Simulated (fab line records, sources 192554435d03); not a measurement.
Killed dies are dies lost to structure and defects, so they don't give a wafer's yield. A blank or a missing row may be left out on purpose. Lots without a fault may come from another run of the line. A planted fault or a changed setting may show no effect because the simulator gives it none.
fab line records | flow n5_finfet
record lots=7 wafers=19 last_day=18
route steps=1938 shown SDB@357 BEOL_M4@1111
lots that met no fault: from a run of the same line without faults
start_h: hours from the record's first day to the start of the lot's first wafer shown | wait_h: hours since the lot's step before | " the same as in the row above | L1.1+2: a row that stands for several wafers | - no value, or no start given | * or withheld: withheld | < > ~ a bound
route shown NAME@n: a module of which the file shows steps, and the number in the route of the first | usual: mean/standard deviation of fault-free wafers | same: alike in all rows | chamber/n: place in a boat | sites: the reading at each site | _std_site: their standard deviation | _edge_site: outer sites' mean less inner sites' | radius_mm: how far each site lies from the wafer's centre | mask NAME#n: copy n | behind: the tool/chamber that last shaped the wafer | hold: why the lot was held/for how many hours/how that ended | device: the transistor (n, p or np) that didn't switch | end of line: the same wafers' tests at the end of the route | a step without rows: its recipe alone | killed: dies lost to structure and defects at the first sort, not the wafer's yield | map: a wafer's dies, x killed, . not, _ none there
set.NAME: the setting as run; set.NAME@STEP: as run at that earlier step | model.NAME: the simulator's own value behind a step, which no gauge read
lots at some steps of the route; a table a step, a row a wafer
services: from which hour (start_h, from the record's first day; less than 0 if before it) a tool's chamber was out of use, for how many hours, and why
## steps
# step N5_SDB_OVL_MEAS_12
# recipe points_per_wafer=44
# usual SDB_OVL=0.2/0.85
# same points_per_wafer=44
# columns lot.wafer tool chamber start_h wait_h SDB_OVL[nm]
L906.1 overlay-01 0 85.84 0.0 -0.6
L906.3 " 0 " " -0.6
L906.6 " 0 " " 0.7
L907.2 overlay-01 0 91.20 0.0 0.3
L907.4 " 0 " " 0.7
L907.6 " 0 " " 2.1
L910.5 overlay-02 0 110.09 0.0 -0.7
L910.6 " 0 " " 0.0
L911.2 overlay-02 0 115.07 0.0 0.3
L911.6 " 0 " " -1.1
L912.2 overlay-02 0 120.87 0.0 0.7
L912.4 " 0 " " -0.1
L912.5 " 0 " " -0.8
L921.3 overlay-01 0 173.94 0.0 0.0
L921.4 " 0 " " 0.4
L921.5 " 0 " " -0.8
L925.2 overlay-01 0 205.12 0.0 0.4
L925.3 " 0 " " 0.2
L925.4 " 0 " " 0.5
# step N5_SDB_INSPECT_13
# recipe mode=adi inspect_instrument=brightfield
# usual raw_defect_count=77/29
# columns lot.wafer tool chamber start_h wait_h raw_defect_count
L906.1 defect_inspect-01 - 85.87 0.0 47
L906.3 " - " " 54
L906.6 " - " " 91
L907.2 defect_inspect-01 - 91.23 0.0 73
L907.4 " - " " 87
L907.6 " - " " 63
L910.5 defect_inspect-01 - 110.11 0.0 34
L910.6 " - " " 47
L911.2 defect_inspect-01 - 115.09 0.0 39
L911.6 " - " " 52
L912.2 defect_inspect-02 - 120.90 0.0 43
L912.4 " - " " 54
L912.5 " - " " 46
L921.3 defect_inspect-02 - 173.96 0.0 75
L921.4 " - " " 68
L921.5 " - " " 108
L925.2 defect_inspect-01 - 205.14 0.0 74
L925.3 " - " " 91
L925.4 " - " " 116
# step N5_SDB_DESCUM_16
# recipe chemistry=O2 time_s=7.9 source_power_w=50 bias_power_w=20 pressure_mtorr=20 rf_frequency_hz=2.712e+07 temp_c=40 resist=CAR-ArF o2_flow_sccm=225
# usual bias_power_w=19.99/0.052 drypump_motor_current_A=5.7/0.36 oes_product_au=0.79/0.11 rf_vpp_V=243.0/1.4 showerhead_plenum_p_Torr=2.09/0.071 throttle_valve_pct=20.38/0.26
# same time_s=7.9
# columns lot.wafer tool chamber start_h wait_h bias_power_w drypump_motor_current_A oes_product_au rf_hours_counter_h rf_vpp_V showerhead_plenum_p_Torr throttle_valve_pct
L906.1 rie_diel-01 1 85.90 0.0 20.05 5.5 0.72 189 242.6 2.09 20.88
L906.3 " 2 " " 20.03 5.7 0.93 16 242.8 2.07 20.00
L906.6 " 3 " " 20.06 6.4 0.69 - 241.4 2.06 20.46
L907.2 rie_diel-01 1 91.26 0.0 19.88 5.5 0.71 190 243.2 2.09 20.89
L907.4 " 2 " " 20.06 5.8 0.93 18 242.5 2.07 20.02
L907.6 " 0 " " 19.96 5.2 0.65 - 243.5 2.06 20.65
L910.5 rie_diel-01 0 110.16 0.0 20.08 5.2 0.66 - 242.2 2.06 20.64
L910.6 " 1 " " 20.03 5.5 0.72 - 243.2 2.09 20.89
L911.2 rie_diel-06 0 115.13 0.0 20.01 5.3 0.87 31 245.3 2.23 20.32
L911.6 " 1 " " 20.08 5.6 0.75 - 241.9 2.09 20.25
L912.2 rie_diel-06 3 120.93 0.0 20.04 6.1 0.70 210 242.7 1.99 20.52
L912.4 " 0 " " 19.94 5.3 0.86 - 244.7 2.23 20.31
L912.5 " 1 " " 20.03 5.6 0.75 - 242.9 2.09 20.27
L921.3 rie_diel-06 3 173.99 0.0 19.97 6.1 0.68 229 241.0 1.98 20.54
L921.4 " 3 " " 20.00 6.1 0.69 - 241.8 1.98 20.53
L921.5 " 2 " " 19.90 5.7 0.92 - 242.4 2.04 20.16
L925.2 rie_diel-01 2 205.30 0.2 19.93 5.8 0.84 65 242.2 2.05 20.07
L925.3 " 1 " " 19.99 5.5 0.68 238 241.0 2.07 20.96
L925.4 " 3 " " 19.96 6.4 0.93 21 241.8 2.05 20.21
# step N5_SDB_ETCH_17
# recipe chemistry=CF4 target=SiARC target_depth_a=234 mask_material=CAR-ArF time_s=39 ion_energy_ev=80 pressure_mtorr=40 source_w=545 bias_w=36 Ar_flow_sccm=100 cf4_flow_sccm=100 ends=cleared
# usual drypump_motor_current_A=5.7/0.37 etch_rf_on_time_s=38.8/0.58 mfc_ar_sccm=100.0/0.31 oes_product_au=0.68/0.089 rf_vpp_V=184.0/1.3 showerhead_plenum_p_Torr=2.13/0.066 throttle_valve_pct=15.55/0.28
# columns lot.wafer tool chamber start_h wait_h drypump_motor_current_A etch_rf_on_time_s mfc_ar_sccm oes_product_au rf_hours_counter_h rf_vpp_V showerhead_plenum_p_Torr throttle_valve_pct
L906.1 rie_diel-01 1 85.94 0.0 5.5 39.2 99.6 0.61 189 184.6 2.13 16.02
L906.3 " 2 " " 5.8 38.9 100.4 0.79 16 184.9 2.10 15.08
L906.6 " 3 " " 6.4 39.8 100.0 0.59 - 183.9 2.11 15.76
L907.2 rie_diel-01 1 91.30 0.0 5.5 39.3 100.6 0.61 190 184.3 2.13 16.01
L907.4 " 2 " " 5.7 38.5 99.9 0.80 18 184.5 2.10 15.09
L907.6 " 0 " " 5.2 38.6 100.6 0.57 - 182.3 2.11 15.88
L910.5 rie_diel-01 0 110.20 0.0 5.2 38.6 99.8 0.57 - 183.5 2.11 15.87
L910.6 " 1 " " 5.5 39.1 99.9 0.61 - 183.3 2.13 16.02
L911.2 rie_diel-06 0 115.16 0.0 5.3 38.6 99.7 0.74 31 186.8 2.27 15.40
L911.6 " 1 " " 5.7 39.7 100.4 0.63 - 184.9 2.14 15.48
L912.2 rie_diel-06 3 120.97 0.0 6.2 39.5 99.9 0.60 210 183.9 2.04 15.71
L912.4 " 0 " " 5.3 38.5 100.5 0.73 - 186.0 2.27 15.39
L912.5 " 1 " " 5.6 39.5 99.9 0.64 - 184.4 2.13 15.50
L921.3 rie_diel-06 3 174.03 0.0 6.2 39.0 100.0 0.59 229 183.4 2.03 15.74
L921.4 " 3 " " 6.2 38.8 100.1 0.59 - 181.4 2.03 15.72
L921.5 " 2 " " 5.7 37.9 99.9 0.80 - 183.5 2.10 15.35
L925.2 rie_diel-01 2 205.33 0.0 5.7 39.3 99.8 0.72 65 182.9 2.09 15.19
L925.3 " 1 " " 5.6 39.6 100.0 0.57 238 184.1 2.11 16.11
L925.4 " 3 " " 6.4 38.5 100.4 0.79 21 183.5 2.10 15.35
# step N5_SDB_ETCH_18
# recipe chemistry=N2/H2 target=SOC target_depth_a=1000 overetch_a=200 mask_material=SiARC temp_c=40 time_s=150 ion_energy_ev=200 pressure_mtorr=30 source_w=840 bias_w=150 n2_flow_sccm=200 h2_flow_sccm=200
# usual drypump_motor_current_A=5.7/0.36 oes_product_au=0.71/0.089 rf_vpp_V=523.6/2.4 showerhead_plenum_p_Torr=2.53/0.084 throttle_valve_pct=17.77/0.26
# same time_s=150
# columns lot.wafer tool chamber start_h wait_h drypump_motor_current_A oes_product_au rf_hours_counter_h rf_vpp_V showerhead_plenum_p_Torr throttle_valve_pct
L906.1 rie_diel-01 1 85.97 0.0 5.6 0.64 189 521.4 2.53 18.16
L906.3 " 2 " " 5.7 0.82 16 523.1 2.49 17.35
L906.6 " 3 " " 6.4 0.63 - 523.6 2.51 17.86
L907.2 rie_diel-01 1 91.33 0.0 5.5 0.64 190 522.9 2.52 18.15
L907.4 " 2 " " 5.7 0.83 18 523.0 2.49 17.35
L907.6 " 0 " " 5.2 0.59 - 521.4 2.50 18.10
L910.5 rie_diel-01 0 110.28 0.1 5.2 0.59 - 524.0 2.50 18.13
L910.6 " 1 " " 5.5 0.64 - 521.2 2.52 18.16
L911.2 rie_diel-06 0 115.20 0.0 5.3 0.77 31 528.7 2.71 17.68
L911.6 " 1 " " 5.6 0.68 - 523.0 2.53 17.61
L912.2 rie_diel-06 3 121.00 0.0 6.2 0.63 210 519.9 2.42 18.05
L912.4 " 0 " " 5.3 0.77 - 527.7 2.71 17.70
L912.5 " 1 " " 5.6 0.67 - 523.7 2.53 17.60
L921.3 rie_diel-06 3 174.06 0.0 6.2 0.62 229 520.3 2.41 18.08
L921.4 " 3 " " 6.2 0.62 - 521.9 2.41 18.07
L921.5 " 2 " " 5.7 0.82 - 522.5 2.49 17.58
L925.2 rie_diel-01 2 205.37 0.0 5.8 0.76 65 522.3 2.47 17.46
L925.3 " 1 " " 5.5 0.61 238 521.8 2.50 18.25
L925.4 " 3 " " 6.4 0.82 21 522.3 2.49 17.56
# step N5_SDB_STRIP_19
# recipe chemistry=N2/H2 temp_c=40 n2_flow_sccm=200 h2_flow_sccm=200 rf_frequency_hz=6e+07
# step N5_SDB_STRIP_21
# recipe chemistry=CF4 resist=SiARC power_w=300 bias_power_w=75 pressure_mtorr=50 cf4_flow_sccm=150 rf_frequency_hz=6e+07
# step N5_SDB_HM_OPEN_20
# recipe chemistry=CH3F/O2 target=SiNx mask_material=SOC target_depth_a=240 stop_on=poly-Si over_etch_frac=0.4 ion_energy_ev=120 pressure_mtorr=30 source_w=395 bias_w=73 Ar_flow_sccm=150 CH3F_flow_sccm=30 O2_flow_sccm=20
# usual drypump_motor_current_A=5.7/0.36 mfc_ar_sccm=150.0/0.44 oes_ar_750_au=0.79/0.1 oes_o_777_au=0.79/0.1 oes_product_au=0.65/0.082 rf_vpp_V=297.1/2.2 showerhead_plenum_p_Torr=1.99/0.066 throttle_valve_pct=16.29/0.27
# columns lot.wafer tool chamber start_h wait_h drypump_motor_current_A mfc_ar_sccm oes_ar_750_au oes_o_777_au oes_product_au rf_hours_counter_h rf_vpp_V showerhead_plenum_p_Torr throttle_valve_pct
L906.1 rie_diel-01 1 86.13 0.0 5.5 150.2 0.71 0.72 0.58 189 298.6 1.99 16.73
L906.3 " 2 " " 5.7 149.8 0.93 0.94 0.76 16 297.1 1.97 15.82
L906.6 " 3 " " 6.4 149.8 0.71 0.70 0.58 - 300.8 1.98 16.52
L907.2 rie_diel-01 1 91.49 0.0 5.5 150.7 0.71 0.72 0.58 190 301.3 1.99 16.72
L907.4 " 2 " " 5.7 150.3 0.92 0.93 0.75 18 298.5 1.96 15.84
L907.6 " 0 " " 5.2 150.0 0.67 0.67 0.55 - 298.2 1.97 16.59
L910.5 rie_diel-01 0 110.40 0.0 5.2 150.5 0.67 0.67 0.54 - 297.5 1.97 16.62
L910.6 " 1 " " 5.5 150.0 0.71 0.71 0.59 - 300.2 1.99 16.76
L911.2 rie_diel-06 0 115.36 0.0 5.3 151.0 0.87 0.88 0.69 31 297.0 2.13 16.17
L911.6 " 1 " " 5.6 150.6 0.74 0.75 0.61 - 297.0 1.99 16.20
L912.2 rie_diel-06 3 121.16 0.0 6.2 149.8 0.71 0.71 0.58 210 294.2 1.90 16.41
L912.4 " 0 " " 5.3 150.2 0.87 0.88 0.71 - 297.8 2.13 16.20
L912.5 " 1 " " 5.6 149.5 0.75 0.74 0.63 - 297.3 1.99 16.20
L921.3 rie_diel-06 3 174.22 0.0 6.2 150.1 0.69 0.70 0.56 229 292.5 1.89 16.45
L921.4 " 3 " " 6.2 150.0 0.69 0.69 0.56 - 294.6 1.89 16.44
L921.5 " 2 " " 5.6 149.8 0.93 0.92 0.75 - 293.8 1.96 16.10
L925.2 rie_diel-01 2 205.53 0.0 5.8 149.2 0.84 0.85 0.68 65 296.9 1.95 15.91
L925.3 " 1 " " 5.6 148.7 0.68 0.69 0.56 238 300.7 1.97 16.82
L925.4 " 3 " " 6.4 149.6 0.93 0.92 0.76 21 298.8 1.97 16.12
# step N5_SDB_STRIP_22
# recipe chemistry=N2/H2 power_w=1000 temp_c=250 h2_frac=0.65 overash_fraction=0.3 pressure_mtorr=withheld n2_flow_sccm=1750 h2_flow_sccm=3250
# usual drypump_motor_current_A=5.9/0.49 heater_power_w=343/38 oes_product_au=0.715/0.0046 strip_time_to_endpoint_s=96.3/0.36
# columns lot.wafer tool chamber start_h wait_h drypump_motor_current_A heater_power_w oes_product_au rf_hours_counter_h strip_time_to_endpoint_s
L906.1 plasma_asher-01 0 86.21 0.1 5.3 396 0.722 39 96.3
L906.3 " 1 " " 6.4 330 0.707 - 96.4
L906.6 " 0 " " 5.3 397 0.714 - 96.8
L907.2 plasma_asher-01 0 91.57 0.1 5.4 417 0.716 40 96.1
L907.4 " 1 " " 6.4 326 0.716 - 96.1
L907.6 " 1 " " 6.4 322 0.716 - 96.2
L910.5 plasma_asher-02 0 110.54 0.1 6.2 303 0.709 - 96.9
L910.6 " 1 " " 5.4 330 0.714 - 96.7
L911.2 plasma_asher-02 0 115.44 0.1 6.2 305 0.714 90 96.3
L911.6 " 0 " " 6.2 303 0.712 - 96.5
L912.2 plasma_asher-02 0 121.32 0.1 6.2 300 0.717 90 96.6
L912.4 " 1 " " 5.4 324 0.720 - 96.5
L912.5 " 1 " " 5.4 318 0.721 - 96.6
L921.3 plasma_asher-02 1 174.34 0.1 5.4 331 0.712 - 96.5
L921.4 " 0 " " 6.2 289 0.717 - 96.4
L921.5 " 0 " " 6.2 303 0.717 - 95.6
L925.2 plasma_asher-01 0 205.61 0.1 5.3 395 0.717 63 96.1
L925.3 " 1 " " 6.4 326 0.721 - 96.1
L925.4 " 0 " " 5.3 399 0.711 - 95.5
# step N5_SDB_PRECLEAN_23
# recipe chemistry=dHF time_s=30 temp_c=25 dilution=withheld
# step N5_SDB_DUMMY_REMOVE_24
# recipe chemistry=TMAH temp_c=70 target=poly-Si stop_on=SiO2 target_depth_nm=142 conc_wt_pct=5 time_s=57 dry=ipa_marangoni rinse_time_s=30 rinse_temp_c=23
# step N5_SDB_ETCH_25
# recipe chemistry=C4F6/O2 target=SiO2 target_depth_a=100 time_s=3.3 ion_energy_ev=250 mask_material=SiNx pressure_mtorr=30 source_w=345 bias_w=185 Ar_flow_sccm=300 C4F6_flow_sccm=10 O2_flow_sccm=10
# step N5_SDB_CUT_ETCH_26
# recipe chemistry=HBr/Cl2/O2 target=Si target_depth_a=1296 bt_time_s=20 mask_material=SiNx time_s=51.8 ion_energy_ev=* bias_w=* pressure_mtorr=10 icp_w=800 HBr_flow_sccm=150 Cl2_flow_sccm=80 O2_flow_sccm=12
# usual drypump_motor_current_A=5.8/0.45 oes_o_777_au=0.978/0.025 oes_product_au=0.996/0.02 throttle_valve_pct=37.29/0.23
# same time_s=51.8
# columns lot.wafer tool chamber start_h wait_h drypump_motor_current_A oes_o_777_au oes_product_au rf_hours_counter_h throttle_valve_pct model.etch.depth_nm model.SDB.feature_depth_nm model.SiNx_of_SDB_HM_DEP_00.thk_nm
L906.1 rie_si-03 2 86.71 0.1 5.9 0.972 0.999 21 37.24 130 130 21.4
L906.3 " 0 " " 6.3 1.035 0.984 108 37.50 130.5 130.6 21.8
L906.6 " 0 " " 6.3 1.033 0.991 - 37.50 132.4 132.4 22.2
L907.2 rie_si-06 3 91.92 0.1 5.2 0.941 0.974 140 37.55 129.1 129.2 21.6
L907.4 " 0 " " 6.6 0.958 0.988 - 37.32 130.6 130.6 21.8
L907.6 " 1 " " 6.0 0.991 1.020 - 36.85 129.4 129.4 22.2
L910.5 rie_si-06 3 110.95 0.1 5.2 0.945 0.972 - 37.56 128.1 128 22.4
L910.6 " 2 " " 5.4 0.963 0.966 - 37.03 85.32 85.4 28
L911.2 rie_si-06 2 115.79 0.1 5.4 0.963 0.966 6 37.04 85.76 85.8 26.4
L911.6 " 1 " " 5.9 0.999 1.005 - 36.84 84.67 84.6 27.6
L912.2 rie_si-06 2 121.67 0.1 5.4 0.962 0.971 6 37.04 86.23 86.2 27.4
L912.4 " 3 " " 5.2 0.937 0.971 141 37.56 130.3 130.2 22.6
L912.5 " 2 " " 5.4 0.968 0.980 - 37.03 131 131 22.8
L921.3 rie_si-01 2 174.61 0.1 5.8 0.966 1.010 48 37.49 129.3 129.2 21.8
L921.4 " 3 " " 6.0 0.995 1.006 - 37.44 128.5 128.6 21.8
L921.5 " 2 " " 5.8 0.963 1.010 - 37.52 128.3 128.2 22
L925.2 rie_si-03 0 205.91 0.1 6.3 1.026 0.990 110 37.50 129.3 129.4 21.2
L925.3 " 2 " " 5.9 0.975 1.004 23 37.25 129.2 129.2 22
L925.4 " 3 " " 5.3 1.004 0.999 9 37.24 129.5 129.4 22
# step N5_SDB_PRECLEAN_38
# recipe chemistry=dHF time_s=10 dilution=750:1 temp_c=25
# same time_s=10
# columns lot.wafer tool chamber start_h wait_h model.SiNx_of_SDB_HM_DEP_00.thk_nm
L906.1 wet_bench-05 2 86.83 0.1 21.4
L906.3 " 0 " " 21.6
L906.6 " 3 " " 22.2
L907.2 wet_bench-05 2 92.04 0.1 21.6
L907.4 " 6 " " 21.8
L907.6 " 4 " " 22.2
L910.5 wet_bench-03 6 111.02 0.0 22.4
L910.6 " 2 " " 27.8
L911.2 wet_bench-04 6 115.91 0.1 26.4
L911.6 " 3 " " 27.6
L912.2 wet_bench-03 4 121.78 0.1 27.4
L912.4+5 " 5,7 " " 22.6
L921.3+4+5 wet_bench-03 4,3,1 174.72 0.1 21.8
L925.2 wet_bench-04 4 206.03 0.1 21.2
L925.3 " 6 " " 22
L925.4 " 3 " " 21.8
# step N5_SDB_PRECLEAN_39
# recipe chemistry=O3/DIW time_s=45 temp_c=22 o3_ppm=10
# step N5_BEOL_M4_RC_MEAS_101
# usual DIBL_N=36.1/1.3 DIBL_P=36.1/1.7 IOFF_N=0.154/0.022 IOFF_P=0.201/0.024 ION_N=675/8.9 ION_P=462/5.9 SS_N=71.5/0.49 SS_P=73.3/0.58 VT_N=250.0/2.7 VT_P=-251.3/2.7
# columns lot.wafer tool chamber start_h wait_h DIBL_N[mV/V] DIBL_P[mV/V] IOFF_N[nA/um] IOFF_P[nA/um] ION_N[uA/um] ION_P[uA/um] SS_N[mV/dec] SS_P[mV/dec] VT_N[mV] VT_P[mV]
L907.2 prober-01 0 187.70 0.2 37.1 38.5 0.202 0.253 691 470 71.3 73.7 244.6 -247.1
L907.4 " 0 " " 34.2 35.0 0.140 0.193 679 466 71.2 73.2 252.5 -251.1
L907.6 " 0 " " 34.3 35.0 0.144 0.188 676 458 70.8 72.9 249.4 -250.9
L906.1 prober-02 0 189.12 0.0 39.8 39.6 0.225 0.269 701 472 71.8 74.1 244.5 -248.1
L906.3 " 0 " " 36.3 35.8 0.148 0.202 683 466 71.1 72.7 251.8 -251.0
L906.6 " 0 " " 36.0 35.2 0.142 0.191 670 461 71.0 73.5 251.2 -250.9
L910.5 prober-02 0 213.51 0.6 35.4 33.9 0.141 0.189 674 465 71.2 73.1 253.0 -253.1
L910.6 " 0 " " 37.0 35.1 0.175 0.209 687 466 71.6 73.7 247.1 -250.0
L911.2 prober-01 0 227.49 0.2 36.2 35.9 0.140 0.199 674 466 71.3 73.0 251.9 -250.8
L911.6 " 0 " " 36.3 36.3 0.138 0.198 670 463 71.5 73.1 252.1 -248.9
L912.2 prober-02 0 231.85 0.2 35.3 35.3 0.160 0.199 678 463 71.3 73.1 249.7 -249.6
L912.4 " 0 " " 34.9 34.0 0.140 0.175 674 453 71.3 73.1 247.0 -253.1
L912.5 " 0 " " 36.3 36.2 0.158 0.206 664 457 71.7 74.4 252.2 -252.7
L921.3 prober-02 0 285.03 0.3 39.7 40.7 0.211 0.239 682 457 72.7 73.8 248.6 -251.5
L921.4 " 0 " " 35.6 35.6 0.132 0.168 666 454 71.4 73.0 256.1 -257.8
L921.5 " 0 " " 36.4 36.8 0.145 0.187 666 455 71.5 73.2 252.7 -253.4
L925.2 prober-02 0 319.63 0.2 36.8 37.9 0.169 0.246 676 468 71.5 73.4 249.1 -245.1
L925.3 " 0 " " 36.7 37.0 0.156 0.218 673 466 72.0 73.1 247.2 -247.4
L925.4 " 0 " " 37.7 38.4 0.179 0.248 690 475 71.6 74.0 244.3 -248.4
## services
# columns tool chamber start_h hours kind
rie_si-06 2 83.81 8.7 repair
rie_si-03 0 111.40 7.7 repair
rie_diel-06 2 112.37 4.9 repair
rie_diel-01 3 112.40 - clean
rie_diel-01 3 112.40 - consumable_replace:focus_ring
rie_diel-01 3 112.40 41.4 scheduled_down
rie_diel-01 3 112.40 41.4 vent_cycle
rie_diel-06 2 117.46 - clean
rie_diel-06 2 117.46 - consumable_replace:focus_ring
rie_diel-01 0 119.86 2.2 repair
plasma_asher-02 - 120.39 0.9 repair
wet_bench-04 - 121.00 1.5 repair
rie_si-06 - 122.79 0.4 repair
rie_si-03 3 124.96 6.3 repair
rie_si-03 2 136.06 10.6 repair
rie_diel-01 0 154.18 - clean
rie_diel-01 0 154.18 - consumable_replace:focus_ring
rie_diel-01 0 154.18 33.0 scheduled_down
rie_diel-01 0 154.18 33.0 vent_cycle
rie_diel-06 1 164.44 9.9 repair
rie_si-01 0 173.22 4.3 repair
rie_diel-01 3 177.60 5.2 repair
rie_diel-06 1 183.55 8.8 repair
rie_si-03 1 200.39 5.1 repair
## key
first_sign none at tools or gauges
model_effect step=N5_SDB_CUT_ETCH_26 value=etch.depth_nm without=130.6 struck=85.49
model_effect step=N5_SDB_PRECLEAN_38 value=SiNx_of_SDB_HM_DEP_00.thk_nm without=21.6 struck=27.3
met_at N5_SDB_CUT_ETCH_26
struck_wafers L910.6,L911.2,L911.6,L912.2
onset_between 91.92 110.95
fault kind=process_parameter_drift tool=rie_si-06 chamber=- onset_h=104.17 steps=N5_SDB_CUT_ETCH_26 channel=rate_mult offset=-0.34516 shape=step end_h=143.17 scope=struck_wafers_only
